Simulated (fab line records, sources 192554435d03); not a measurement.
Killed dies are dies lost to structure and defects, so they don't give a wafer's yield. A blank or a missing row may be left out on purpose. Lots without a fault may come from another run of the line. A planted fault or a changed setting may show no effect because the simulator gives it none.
fab line records | flow n5_finfet
record lots=10 wafers=27 last_day=17
route steps=1938 shown DUMMY_GATE@231 BEOL_M4@1111 PASSIVATION@1936
lots that met no fault: from a run of the same line without faults
start_h: hours from the record's first day to the start of the lot's first wafer shown | wait_h: hours since the lot's step before | " the same as in the row above | L1.1+2: a row that stands for several wafers | - no value, or no start given | * or withheld: withheld | < > ~ a bound
route shown NAME@n: a module of which the file shows steps, and the number in the route of the first | usual: mean/standard deviation of fault-free wafers | same: alike in all rows | chamber/n: place in a boat | sites: the reading at each site | _std_site: their standard deviation | _edge_site: outer sites' mean less inner sites' | radius_mm: how far each site lies from the wafer's centre | mask NAME#n: copy n | behind: the tool/chamber that last shaped the wafer | hold: why the lot was held/for how many hours/how that ended | device: the transistor (n, p or np) that didn't switch | end of line: the same wafers' tests at the end of the route | a step without rows: its recipe alone | killed: dies lost to structure and defects at the first sort, not the wafer's yield | map: a wafer's dies, x killed, . not, _ none there
set.NAME: the setting as run; set.NAME@STEP: as run at that earlier step | model.NAME: the simulator's own value behind a step, which no gauge read
steps of the route over a sample of lots; a table a step, a row a wafer
services: from which hour (start_h, from the record's first day; less than 0 if before it) a tool's chamber was out of use, for how many hours, and why
## steps
# step N5_DUMMY_GATE_CD_MEAS_15
# recipe target_cd_nm=25.8 landing_energy_ev=500 detector=se_inlens
# usual cd_nm=25.05/0.24
# columns lot.wafer tool chamber start_h wait_h cd_nm
L419.3 cd_sem-01 0 80.80 - 25.07
L419.4 " 0 " " 24.68
L419.6 " 0 " " 25.05
L422.2 cd_sem-01 0 99.91 - 25.14
L422.5 " 0 " " 25.53
L422.6 " 0 " " 24.83
L424.1 cd_sem-03 0 115.45 - 24.94
L424.5 " 0 " " 24.98
L425.1 cd_sem-03 0 121.83 - 24.78
L425.2 " 0 " " 25.14
L425.6 " 0 " " 25.15
L426.1 cd_sem-02 0 129.53 - 24.63
L426.2 " 0 " " 25.14
L426.4 " 0 " " 24.96
L427.2 cd_sem-02 0 133.33 - 25.00
L427.5 " 0 " " 24.81
L427.6 " 0 " " 25.17
L428.1 cd_sem-02 0 144.50 - 24.91
L428.4 " 0 " " 24.79
L428.6 " 0 " " 25.08
L431.2 cd_sem-02 0 160.01 - 25.04
L431.6 " 0 " " 25.15
L432.2 cd_sem-01 0 161.90 - 24.73
L432.3 " 0 " " 24.73
L434.1 cd_sem-03 0 172.82 - 24.96
L434.2 " 0 " " 25.34
L434.5 " 0 " " 25.30
# step N5_DUMMY_GATE_INSPECT_17
# recipe mode=adi inspect_instrument=brightfield
# usual raw_defect_count=202/56
# columns lot.wafer tool chamber start_h wait_h raw_defect_count
L419.3 defect_inspect-02 - 80.89 0.0 145
L419.4 " - " " 131
L419.6 " - " " 225
L422.2 defect_inspect-01 - 100.01 0.0 190
L422.5 " - " " 234
L422.6 " - " " 200
L424.1 defect_inspect-01 - 115.55 0.1 328
L424.5 " - " " 281
L425.1 defect_inspect-02 - 121.93 0.1 196
L425.2 " - " " 227
L425.6 " - " " 170
L426.1 defect_inspect-01 - 129.62 0.1 230
L426.2 " - " " 134
L426.4 " - " " 179
L427.2 defect_inspect-02 - 133.42 0.0 179
L427.5 " - " " 262
L427.6 " - " " 188
L428.1 defect_inspect-02 - 144.60 0.1 137
L428.4 " - " " 167
L428.6 " - " " 208
L431.2 defect_inspect-01 - 160.12 0.0 196
L431.6 " - " " 174
L432.2 defect_inspect-01 - 162.00 0.0 352
L432.3 " - " " 181
L434.1 defect_inspect-01 - 172.92 0.1 187
L434.2 " - " " 179
L434.5 " - " " 119
# step N5_DUMMY_GATE_ETCH_29
# recipe chemistry=N2/H2 target=underlayer target_depth_a=130 ion_energy_ev=200 pressure_mtorr=30 source_w=840 bias_w=150 n2_flow_sccm=200 h2_flow_sccm=200
# usual chamber_pressure_mTorr=29.999/0.028 drypump_motor_current_A=5.9/0.45 n2_flow_sccm=200.0/0.53 oes_product_au=0.79/0.1 rf_fwd_power_W=831.1/2.8 rf_vpp_V=524.4/2.1 showerhead_plenum_p_Torr=2.56/0.076 throttle_valve_pct=17.8/0.33
# columns lot.wafer tool chamber start_h wait_h chamber_pressure_mTorr drypump_motor_current_A n2_flow_sccm oes_product_au rf_fwd_power_W rf_hours_counter_h rf_vpp_V showerhead_plenum_p_Torr throttle_valve_pct
L419.3 rie_diel-06 2 81.14 0.0 29.982 5.4 200.3 0.75 832.5 131 524.6 2.57 18.2
L419.4 " 0 " " 29.952 6.1 200.5 0.88 828.8 48 526.3 2.60 18.0
L419.6 " 1 " " 29.992 5.5 199.8 0.70 827.7 - 522.9 2.52 18.1
L422.2 rie_diel-06 2 100.11 0.0 29.997 5.4 199.3 0.74 833.5 136 525.9 2.56 18.3
L422.5 " 1 " " 30.016 5.5 199.3 0.71 833.9 - 522.0 2.52 18.1
L422.6 " 0 " " 30.014 6.0 200.9 0.87 832.6 - 525.3 2.60 18.0
L424.1 rie_diel-03 1 115.64 0.0 29.977 5.7 200.4 0.76 825.3 152 522.3 2.40 17.8
L424.5 " 1 " " 29.958 5.6 199.6 0.76 824.1 - 521.2 2.40 17.8
L425.1 rie_diel-06 0 122.02 0.0 30.004 6.1 199.9 0.96 1033.1 60 488.1 2.59 18.1
L425.2 " 3 " " 30.022 5.4 200.1 1.02 1026.1 16 491.0 2.70 17.4
L425.6 " 0 " " 30.018 6.1 199.8 0.95 1034.1 - 488.8 2.59 18.0
L426.1 rie_diel-06 3 130.23 0.0 29.948 5.4 200.7 1.01 1029.1 19 491.3 2.70 17.4
L426.2 " 0 " " 30.026 6.1 199.2 0.96 1034.5 63 489.0 2.59 18.1
L426.4 " 2 " " 29.968 5.4 200.3 0.82 1033.3 - 488.2 2.56 18.3
L427.2 rie_diel-06 3 133.52 0.0 29.995 5.4 200.1 1.01 1025.0 20 492.1 2.70 17.4
L427.5 " 0 " " 30.038 6.1 199.7 0.97 1034.5 - 488.1 2.59 18.1
L427.6 " 2 " " 29.982 5.3 199.6 0.82 1031.9 - 487.0 2.56 18.3
L428.1 rie_diel-03 1 144.89 0.0 29.970 5.7 200.4 0.76 829.7 161 521.7 2.40 17.8
L428.4 " 1 " " 29.973 5.7 200.6 0.76 833.9 - 520.4 2.40 17.8
L428.6 " 0 " " 29.959 6.2 199.2 0.69 833.6 - 522.6 2.51 18.0
L431.2 rie_diel-03 1 160.55 0.0 29.979 5.7 200.1 0.74 826.0 168 521.7 2.40 17.9
L431.6 " 1 " " 30.020 5.7 200.0 0.75 827.9 - 520.1 2.40 17.9
L432.2 rie_diel-03 2 162.10 0.0 30.029 6.6 199.9 0.96 831.0 4 525.9 2.58 17.3
L432.3 " 1 " " 29.976 5.7 200.1 0.74 831.1 168 521.5 2.40 17.9
L434.1 rie_diel-02 1 173.33 0.0 30.048 6.6 201.1 0.80 833.4 89 525.0 2.57 17.6
L434.2 " 0 " " 30.010 6.3 199.3 0.69 830.8 208 524.7 2.60 17.5
L434.5 " 0 " " 29.988 6.3 199.9 0.68 828.0 - 526.1 2.60 17.5
# step N5_DUMMY_GATE_ETCH_36
# recipe chemistry=CF4 target=SiARC target_depth_a=130 pressure_mtorr=40 source_w=545 bias_w=36 Ar_flow_sccm=100 cf4_flow_sccm=100 ion_energy_ev=80
# usual chamber_pressure_mTorr=40.00/0.038 drypump_motor_current_A=5.9/0.45 oes_product_au=0.79/0.1 rf_fwd_power_W=538.9/2 rf_vpp_V=184.4/1.1 showerhead_plenum_p_Torr=2.16/0.06 throttle_valve_pct=15.64/0.28
# columns lot.wafer tool chamber start_h wait_h chamber_pressure_mTorr drypump_motor_current_A oes_product_au rf_fwd_power_W rf_hours_counter_h rf_vpp_V showerhead_plenum_p_Torr throttle_valve_pct
L419.3 rie_diel-06 2 81.18 0.0 39.96 5.4 0.76 539.2 131 183.7 2.16 15.95
L419.4 " 0 " " 39.98 6.0 0.89 539.2 48 184.5 2.19 15.74
L419.6 " 1 " " 40.07 5.5 0.70 542.6 - 183.0 2.11 15.79
L422.2 rie_diel-06 2 100.15 0.0 40.02 5.3 0.75 537.7 136 185.2 2.16 15.95
L422.5 " 1 " " 39.97 5.5 0.70 540.7 - 184.0 2.11 15.80
L422.6 " 0 " " 40.05 6.1 0.87 537.3 - 185.5 2.18 15.73
L424.1 rie_diel-03 1 115.68 0.0 40.04 5.7 0.77 536.9 152 184.5 2.07 15.96
L424.5 " 1 " " 39.95 5.6 0.78 538.0 - 183.6 2.07 15.96
L425.1 rie_diel-06 0 122.06 0.0 40.08 6.0 0.86 538.5 60 183.8 2.18 15.74
L425.2 " 3 " " 39.94 5.4 0.91 535.8 16 185.1 2.27 15.26
L425.6 " 0 " " 39.98 6.0 0.87 540.7 - 183.2 2.18 15.75
L426.1 rie_diel-06 3 130.27 0.0 39.97 5.4 0.91 537.1 19 186.0 2.27 15.26
L426.2 " 0 " " 39.94 6.0 0.87 541.3 63 185.1 2.18 15.76
L426.4 " 2 " " 40.08 5.3 0.74 539.0 - 184.5 2.16 15.96
L427.2 rie_diel-06 3 133.56 0.0 40.02 5.4 0.91 534.1 20 185.4 2.27 15.29
L427.5 " 0 " " 39.97 6.0 0.87 535.1 - 185.0 2.18 15.75
L427.6 " 2 " " 40.01 5.3 0.74 539.1 - 184.4 2.16 15.97
L428.1 rie_diel-03 1 144.93 0.0 40.06 5.7 0.76 537.0 161 182.9 2.07 15.98
L428.4 " 1 " " 40.02 5.7 0.76 537.0 - 183.9 2.07 15.98
L428.6 " 0 " " 39.98 6.2 0.68 537.6 - 184.4 2.08 15.48
L431.2 rie_diel-03 1 160.59 0.0 39.96 5.7 0.76 536.0 168 182.7 2.07 15.98
L431.6 " 1 " " 40.01 5.7 0.76 537.3 - 181.8 2.07 15.99
L432.2 rie_diel-03 2 162.14 0.0 40.00 6.6 0.96 537.4 4 185.4 2.19 15.32
L432.3 " 1 " " 40.01 5.7 0.76 540.8 168 183.5 2.07 16.00
L434.1 rie_diel-02 1 173.37 0.0 40.10 6.6 0.80 536.3 89 183.7 2.16 15.40
L434.2 " 0 " " 40.02 6.3 0.68 541.4 208 184.4 2.23 15.57
L434.5 " 0 " " 39.99 6.3 0.68 539.1 - 184.5 2.23 15.56
# step N5_BEOL_M4_RC_MEAS_101
# usual DIBL_N=36.1/2 DIBL_P=36.3/2.4 IOFF_N=0.15/0.035 IOFF_P=0.21/0.039 ION_N=672/15 ION_P=463/9.7 SS_N=71.5/0.7 SS_P=73.2/0.75 VT_N=251/3.6 VT_P=-250/3.8
# columns lot.wafer tool chamber start_h wait_h DIBL_N[mV/V] DIBL_P[mV/V] IOFF_N[nA/um] IOFF_P[nA/um] ION_N[uA/um] ION_P[uA/um] SS_N[mV/dec] SS_P[mV/dec] VT_N[mV] VT_P[mV]
L419.3 prober-02 0 206.71 0.3 39.7 39.7 0.20 0.22 671 456 72.8 74.2 247 -252
L419.4 " 0 " " 37.9 38.4 0.16 0.20 676 462 72.7 73.3 250 -257
L419.6 " 0 " " 37.7 38.9 0.17 0.20 669 453 72.5 73.7 249 -253
L422.2 prober-02 0 221.96 0.2 37.6 37.2 0.17 0.27 667 466 71.8 73.5 250 -244
L422.5 " 0 " " 37.2 36.4 0.16 0.26 665 467 72.3 73.6 250 -245
L422.6 " 0 " " 32.9 31.1 0.10 0.18 644 460 70.6 71.3 257 -247
L424.1 prober-02 0 239.84 0.0 37.0 37.7 0.18 0.24 682 470 72.2 73.9 246 -246
L424.5 " 0 " " 38.6 39.9 0.22 0.30 697 473 72.5 74.0 246 -245
L425.1 prober-01 0 246.02 0.0 36.4 36.2 0.16 0.23 670 471 71.8 73.4 251 -246
L425.2 " 0 " " 38.4 38.2 0.21 0.26 704 478 71.7 73.5 245 -245
L425.6 " 0 " " 35.9 35.1 0.16 0.21 684 462 71.2 72.7 249 -250
L426.1 prober-01 0 252.42 0.0 36.9 38.2 0.18 0.25 692 474 71.5 74.9 247 -247
L426.2 " 0 " " 37.3 38.2 0.18 0.26 685 473 71.4 73.8 249 -247
L426.4 " 0 " " 34.7 34.5 0.14 0.20 663 460 70.8 73.7 249 -251
L427.2 prober-02 0 252.43 0.2 37.2 37.4 0.18 0.24 696 474 71.3 72.7 247 -248
L427.5 " 0 " " 34.3 33.9 0.12 0.18 656 458 71.0 72.3 253 -253
L427.6 " 0 " " 36.1 36.1 0.15 0.21 688 474 70.9 73.1 252 -251
L428.1 prober-01 0 263.92 0.0 35.3 35.0 0.14 0.22 673 471 71.3 72.7 249 -248
L428.4 " 0 " " 39.3 39.7 0.23 0.30 675 467 72.1 73.5 247 -242
L428.6 " 0 " " 34.5 34.1 0.14 0.21 684 477 70.8 72.3 248 -248
L431.2 prober-02 0 284.55 0.2 40.0 41.2 0.21 0.27 683 461 72.2 74.7 249 -249
L431.6 " 0 " " 42.3 42.9 0.26 0.31 692 468 73.1 75.0 243 -245
L432.2 prober-01 0 284.75 0.2 36.2 37.2 0.15 0.19 660 455 71.9 73.4 251 -253
L432.3 " 0 " " 37.4 38.7 0.18 0.21 691 469 71.7 73.3 248 -250
L434.1 prober-01 0 306.77 0.0 37.0 37.2 0.18 0.24 672 458 72.1 73.5 248 -250
L434.2 " 0 " " 32.3 31.4 0.10 0.15 652 457 70.9 71.8 258 -254
L434.5 " 0 " " 34.5 34.8 0.14 0.21 665 458 71.1 72.5 252 -249
# step N5_PASSIVATION_PROBE_49
# usual defect_limited_yield=91.1/1.6 killed_at_M0_to_M3=35/11 killed_at_M4_up=13/5.4 killed_at_contacts=13/6.5 killed_at_front_end=40/14 killed_at_other=4/3.1 killed_dies=105/18 killed_open=69/14 killed_short=34/7.3 sort_bin_5_function=5.2/0.96 sort_bin_6_memory=3.4/0.77 sort_n_pass=1075/19 sort_yield_pct=91.1/1.6
# same gross_dies=1180 killed_at_back_side=0 sort_bin_4_leakage[%]=0 sort_bin_8_speed[%]=0
# columns lot.wafer tool chamber start_h wait_h defect_limited_yield[%] killed_at_M0_to_M3 killed_at_M4_up killed_at_contacts killed_at_front_end killed_at_other killed_dies killed_open killed_short sort_bin_5_function[%] sort_bin_6_memory[%] sort_n_pass sort_yield_pct[%]
L419.3 prober-02 - 314.05 0.1 90.8 35 14 17 39 3 108 72 36 5.3 3.6 1072 90.8
L419.4 prober-02 - 314.10 0.2 90.8 42 12 14 35 6 109 71 30 5.0 3.3 1071 90.8
L419.6 prober-02 - 314.20 0.3 91.1 31 9 26 38 1 105 74 30 5.7 3.1 1075 91.1
L422.2 prober-02 - 327.65 0.1 93.4 19 14 9 34 2 78 52 26 4.2 2.1 1102 93.4
L422.5 prober-02 - 327.80 0.2 92.6 24 9 8 42 4 87 50 37 4.7 2.4 1093 92.6
L422.6 prober-02 - 327.85 0.3 92.5 26 7 23 31 1 88 59 29 4.7 2.5 1092 92.5
L424.1 prober-01 - 349.13 0.0 87.5 25 13 17 91 2 148 100 44 7.0 4.8 1032 87.5
L424.5 prober-01 - 349.33 0.2 91.6 39 5 7 42 6 99 70 27 5.0 3.1 1081 91.6
L425.1 prober-02 - 357.20 0.0 88.8 35 28 12 50 7 132 85 46 6.3 4.7 1048 88.8
L425.2 prober-02 - 357.25 0.1 88.5 36 23 20 52 5 136 86 48 6.4 5.0 1044 88.5
L425.6 prober-02 - 357.45 0.3 90.6 19 25 15 50 2 111 65 43 5.9 3.1 1069 90.6
L427.2 prober-02 - 364.03 0.1 90.0 31 9 25 48 5 118 82 35 5.5 4.4 1062 90.0
L427.5 prober-02 - 364.18 0.2 91.1 29 9 24 38 5 105 65 37 4.9 3.2 1075 91.1
L427.6 prober-02 - 364.23 0.3 90.6 29 8 33 39 2 111 78 33 6.5 2.7 1069 90.6
L426.1 prober-02 - 367.88 0.0 91.1 44 15 9 29 8 105 75 26 5.3 3.2 1075 91.1
L426.2 prober-02 - 367.93 0.1 87.9 46 20 11 61 5 143 99 38 6.7 5.0 1037 87.9
L426.4 prober-02 - 368.03 0.2 91.9 45 13 3 30 5 96 63 32 5.2 2.7 1084 91.9
L428.1 prober-01 - 369.98 0.0 91.1 43 16 11 33 2 105 70 32 5.3 3.5 1075 91.1
L428.4 prober-01 - 370.13 0.2 89.9 52 13 14 34 6 119 75 42 5.9 3.6 1061 89.9
L428.6 prober-01 - 370.23 0.3 91.6 42 10 14 32 1 99 63 33 5.0 3.1 1081 91.6
L431.2 prober-02 - 387.46 0.1 86.1 45 8 14 91 6 164 113 50 8.8 4.9 1016 86.1
L431.6 prober-02 - 387.66 0.3 87.5 40 14 11 78 5 148 106 32 7.5 4.2 1032 87.5
L432.2 prober-02 - 398.51 0.1 91.1 45 13 13 32 2 105 75 30 5.3 3.1 1075 91.1
L432.3 prober-02 - 398.56 0.1 90.8 52 16 11 28 1 108 76 30 4.7 3.9 1072 90.8
L434.1 prober-01 - 415.66 0.0 91.1 29 14 19 39 4 105 66 36 4.8 3.6 1075 91.1
L434.2 prober-01 - 415.71 0.1 92.4 35 9 5 39 2 90 64 26 4.5 3.0 1090 92.4
L434.5 prober-01 - 415.86 0.2 92.6 27 8 14 29 9 87 55 32 4.2 3.1 1093 92.6
# killed by level:class
L419.3 MOL_CONTACT_COAG:geometric_particle:open=13 STI_FIN_REVEAL:geometric_particle:open=12 BEOL_M2:geometric_particle:open=12 FIN_SAQP:geometric_particle:short=7 BEOL_M1:geometric_particle:open=5 BEOL_M5:geometric_particle:open=5 STI_FIN_REVEAL:geometric_particle:short=4 BEOL_M0_SAQP:geometric_particle:short=4
L419.4 BEOL_M2:geometric_particle:open=16 MOL_CONTACT_COAG:geometric_particle:open=10 STI_FIN_REVEAL:geometric_particle:open=7 BEOL_M0_SAQP:geometric_particle:open=7 HKMG_FIN:area_etch=7 BEOL_M0_SAQP:geometric_particle:short=5 MOL_CONTACT_COAG:geometric_particle:short=4 BEOL_M2:geometric_particle:short=4
L419.6 MOL_CONTACT_COAG:geometric_particle:open=21 BEOL_M2:geometric_particle:open=11 FIN_SAQP:geometric_particle:open=9 STI_FIN_REVEAL:geometric_particle:open=5 BEOL_M3:geometric_particle:open=5 MOL_CONTACT_COAG:geometric_particle:short=5 STARTING-WAFER:geometric_particle:short=5 GATE_CUT:geometric_particle:open=4
L422.2 MOL_CONTACT_COAG:geometric_particle:open=7 FIN_SAQP:geometric_particle:short=5 STI_FIN_REVEAL:geometric_particle:open=5 DUMMY_GATE:geometric_particle:open=5 BEOL_M2:geometric_particle:open=4 FIN_SAQP:geometric_particle:open=3 GATE_CUT:geometric_particle:short=3 GATE_CUT:geometric_particle:open=3
L422.5 BEOL_M0_SAQP:geometric_particle:short=9 FIN_SAQP:geometric_particle:short=8 GATE_CUT:geometric_particle:short=7 FIN_SAQP:geometric_particle:open=6 STI_FIN_REVEAL:geometric_particle:open=6 MOL_CONTACT_COAG:geometric_particle:open=6 BEOL_M4:geometric_particle:open=6 BEOL_M3:geometric_particle:open=5
L422.6 MOL_CONTACT_COAG:geometric_particle:open=18 STI_FIN_REVEAL:geometric_particle:open=13 BEOL_M1:geometric_particle:open=6 MOL_CONTACT_COAG:geometric_particle:short=5 FIN_SAQP:geometric_particle:short=4 STI_FIN_REVEAL:geometric_particle:short=4 BEOL_M0_SAQP:geometric_particle:short=4 BEOL_M2:geometric_particle:open=4
L424.1 FIN_SAQP:geometric_particle:open=28 STI_FIN_REVEAL:geometric_particle:open=19 FIN_SAQP:geometric_particle:short=11 DUMMY_GATE:geometric_particle:open=11 MOL_CONTACT_COAG:geometric_particle:open=11 BEOL_M0_SAQP:geometric_particle:open=7 MOL_CONTACT_COAG:geometric_particle:short=6 BEOL_M0_SAQP:geometric_particle:short=6
L424.5 STI_FIN_REVEAL:geometric_particle:open=10 BEOL_M0_SAQP:geometric_particle:open=9 FIN_SAQP:geometric_particle:open=8 BEOL_M3:geometric_particle:open=8 FIN_SAQP:geometric_particle:short=6 MOL_CONTACT_COAG:geometric_particle:open=6 DUMMY_GATE:geometric_particle:open=5 BEOL_M0_SAQP:geometric_particle:short=5
L425.1 BEOL_M4:geometric_particle:open=19 FIN_SAQP:geometric_particle:short=12 FIN_SAQP:geometric_particle:open=11 MOL_CONTACT_COAG:geometric_particle:open=10 BEOL_M0_SAQP:geometric_particle:short=8 BEOL_M0_SAQP:geometric_particle:open=7 BEOL_M2:geometric_particle:open=7 STI_FIN_REVEAL:geometric_particle:open=6
L425.2 MOL_CONTACT_COAG:geometric_particle:open=14 BEOL_M4:geometric_particle:open=13 FIN_SAQP:geometric_particle:short=11 BEOL_M0_SAQP:geometric_particle:open=11 GATE_CUT:geometric_particle:short=10 FIN_SAQP:geometric_particle:open=8 BEOL_M2:geometric_particle:open=7 MOL_CONTACT_COAG:geometric_particle:short=6
L425.6 BEOL_M4:geometric_particle:open=18 FIN_SAQP:geometric_particle:short=17 FIN_SAQP:geometric_particle:open=8 GATE_CUT:geometric_particle:short=8 MOL_CONTACT_COAG:geometric_particle:open=8 MOL_CONTACT_COAG:geometric_particle:short=7 BEOL_M1:geometric_particle:open=6 BEOL_M2:geometric_particle:open=5
L427.2 FIN_SAQP:geometric_particle:open=18 MOL_CONTACT_COAG:geometric_particle:open=18 BEOL_M0_SAQP:geometric_particle:open=11 FIN_SAQP:geometric_particle:short=9 BEOL_M2:geometric_particle:open=9 MOL_CONTACT_COAG:geometric_particle:short=7 BEOL_M4:geometric_particle:open=4 STI_FIN_REVEAL:geometric_particle:open=3
L427.5 MOL_CONTACT_COAG:geometric_particle:open=19 BEOL_M0_SAQP:geometric_particle:short=10 FIN_SAQP:geometric_particle:short=9 STI_FIN_REVEAL:geometric_particle:open=8 BEOL_M3:geometric_particle:open=8 BEOL_M4:geometric_particle:open=6 FIN_SAQP:geometric_particle:open=5 MOL_CONTACT_COAG:geometric_particle:short=5
L427.6 MOL_CONTACT_COAG:geometric_particle:open=30 FIN_SAQP:geometric_particle:short=9 BEOL_M0_SAQP:geometric_particle:open=7 GATE_CUT:geometric_particle:open=6 FIN_SAQP:geometric_particle:open=5 BEOL_M2:geometric_particle:open=5 STI_FIN_REVEAL:geometric_particle:open=4 BEOL_M4:geometric_particle:open=4
L426.1 BEOL_M1:geometric_particle:open=14 BEOL_M0_SAQP:geometric_particle:open=11 BEOL_M2:geometric_particle:open=8 MOL_CONTACT_COAG:geometric_particle:open=7 BEOL_M4:geometric_particle:open=7 STI_FIN_REVEAL:geometric_particle:open=5 BEOL_M0_SAQP:geometric_particle:short=5 DUMMY_GATE:geometric_particle:open=4
L426.2 FIN_SAQP:geometric_particle:open=21 BEOL_M2:geometric_particle:open=14 FIN_SAQP:geometric_particle:short=9 MOL_CONTACT_COAG:geometric_particle:open=9 STI_FIN_REVEAL:geometric_particle:open=8 DUMMY_GATE:geometric_particle:open=8 BEOL_M0_SAQP:geometric_particle:open=8 BEOL_M0_SAQP:geometric_particle:short=7
L426.4 BEOL_M0_SAQP:geometric_particle:open=12 BEOL_M1:geometric_particle:open=11 BEOL_M0_SAQP:geometric_particle:short=8 STI_FIN_REVEAL:geometric_particle:open=7 FIN_SAQP:geometric_particle:open=6 GATE_CUT:geometric_particle:short=6 BEOL_M2:geometric_particle:open=6 BEOL_M4:geometric_particle:open=6
L428.1 BEOL_M0_SAQP:geometric_particle:open=15 BEOL_M1:geometric_particle:open=10 BEOL_M5:geometric_particle:open=8 FIN_SAQP:geometric_particle:short=7 MOL_CONTACT_COAG:geometric_particle:open=7 FIN_SAQP:geometric_particle:open=6 BEOL_M0_SAQP:geometric_particle:short=6 BEOL_M3:geometric_particle:open=6
L428.4 BEOL_M0_SAQP:geometric_particle:open=14 MOL_CONTACT_COAG:geometric_particle:open=12 BEOL_M0_SAQP:geometric_particle:short=12 BEOL_M2:geometric_particle:open=11 FIN_SAQP:geometric_particle:short=10 BEOL_M3:geometric_particle:open=8 FIN_SAQP:geometric_particle:open=6 GATE_CUT:geometric_particle:short=5
L428.6 BEOL_M0_SAQP:geometric_particle:short=12 MOL_CONTACT_COAG:geometric_particle:open=11 BEOL_M0_SAQP:geometric_particle:open=10 STI_FIN_REVEAL:geometric_particle:open=8 BEOL_M1:geometric_particle:open=6 BEOL_M3:geometric_particle:open=5 BEOL_M4:geometric_particle:open=5 FIN_SAQP:geometric_particle:short=4
L431.2 FIN_SAQP:geometric_particle:open=23 STI_FIN_REVEAL:geometric_particle:open=23 BEOL_M3:geometric_particle:open=18 FIN_SAQP:geometric_particle:short=15 MOL_CONTACT_COAG:geometric_particle:open=11 BEOL_M2:geometric_particle:open=11 STI_FIN_REVEAL:geometric_particle:short=7 GATE_CUT:geometric_particle:short=6
L431.6 FIN_SAQP:geometric_particle:open=26 STI_FIN_REVEAL:geometric_particle:open=15 BEOL_M2:geometric_particle:open=14 BEOL_M4:geometric_particle:open=10 MOL_CONTACT_COAG:geometric_particle:open=9 FIN_SAQP:geometric_particle:short=8 BEOL_M1:geometric_particle:open=8 BEOL_M3:geometric_particle:open=8
L432.2 MOL_CONTACT_COAG:geometric_particle:open=10 BEOL_M0_SAQP:geometric_particle:short=10 BEOL_M3:geometric_particle:open=9 BEOL_M0_SAQP:geometric_particle:open=8 BEOL_M2:geometric_particle:open=8 STI_FIN_REVEAL:geometric_particle:open=7 FIN_SAQP:geometric_particle:open=6 BEOL_M1:geometric_particle:open=6
L432.3 BEOL_M0_SAQP:geometric_particle:open=16 BEOL_M0_SAQP:geometric_particle:short=13 MOL_CONTACT_COAG:geometric_particle:open=11 BEOL_M3:geometric_particle:open=8 BEOL_M4:geometric_particle:open=8 FIN_SAQP:geometric_particle:open=7 BEOL_M1:geometric_particle:open=6 FIN_SAQP:geometric_particle:short=5
L434.1 MOL_CONTACT_COAG:geometric_particle:open=16 FIN_SAQP:geometric_particle:open=8 STI_FIN_REVEAL:geometric_particle:open=8 BEOL_M0_SAQP:geometric_particle:short=8 GATE_CUT:geometric_particle:short=6 BEOL_M0_SAQP:geometric_particle:open=6 BEOL_M3:geometric_particle:open=5 BEOL_M4:geometric_particle:short=5
L434.2 BEOL_M0_SAQP:geometric_particle:open=9 BEOL_M3:geometric_particle:open=9 FIN_SAQP:geometric_particle:open=7 DUMMY_GATE:geometric_particle:open=7 BEOL_M0_SAQP:geometric_particle:short=7 BEOL_M2:geometric_particle:open=6 MOL_CONTACT_COAG:geometric_particle:open=5 DUMMY_GATE:geometric_particle:short=4
L434.5 MOL_CONTACT_COAG:geometric_particle:open=10 BEOL_M0_SAQP:geometric_particle:short=7 GATE_CUT:geometric_particle:short=6 BEOL_M0_SAQP:geometric_particle:open=6 STI_FIN_REVEAL:geometric_particle:open=5 BEOL_M3:geometric_particle:open=5 BEOL_M4:geometric_particle:open=5 PAD_METAL:geometric_particle:open=5
## services
# columns tool chamber start_h hours kind
rie_diel-06 1 63.75 8.0 repair
rie_diel-03 3 88.50 7.6 repair
rie_diel-06 1 129.08 - clean
rie_diel-06 1 129.08 - consumable_replace:focus_ring
rie_diel-06 1 129.08 22.8 scheduled_down
rie_diel-06 1 129.08 22.8 vent_cycle
rie_diel-03 2 135.89 - clean
rie_diel-03 2 135.89 - consumable_replace:focus_ring
rie_diel-03 2 135.89 17.7 scheduled_down
rie_diel-03 2 135.89 17.7 vent_cycle
rie_diel-02 - 142.37 0.3 repair
rie_diel-03 0 154.19 - clean
rie_diel-03 0 154.19 - consumable_replace:focus_ring
rie_diel-03 0 154.19 17.6 scheduled_down
rie_diel-03 0 154.19 17.6 vent_cycle
rie_diel-02 2 172.46 - clean
rie_diel-02 2 172.46 - consumable_replace:focus_ring
rie_diel-02 2 172.46 20.7 scheduled_down
rie_diel-02 2 172.46 20.7 vent_cycle
## key
first_sign step=N5_DUMMY_GATE_ETCH_29 reading=rf_fwd_power_W direction=up sigmas=72 usual=* struck=*
effect step=N5_DUMMY_GATE_ETCH_29 reading=rf_vpp_V direction=down sigmas=17 usual=524.4 struck=489.3
met_at N5_DUMMY_GATE_ETCH_29
struck_lots L425,L426,L427
not_acting_at N5_DUMMY_GATE_CD_MEAS_15,N5_DUMMY_GATE_INSPECT_17,N5_DUMMY_GATE_ETCH_36
onset_between 100.11 122.02
fault kind=process_parameter_drift tool=rie_diel-06 chamber=- onset_h=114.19 steps=N5_DUMMY_GATE_ETCH_29 channel=source_w offset=201.6 shape=step end_h=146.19 acts_in=these_recipes_only stated=840
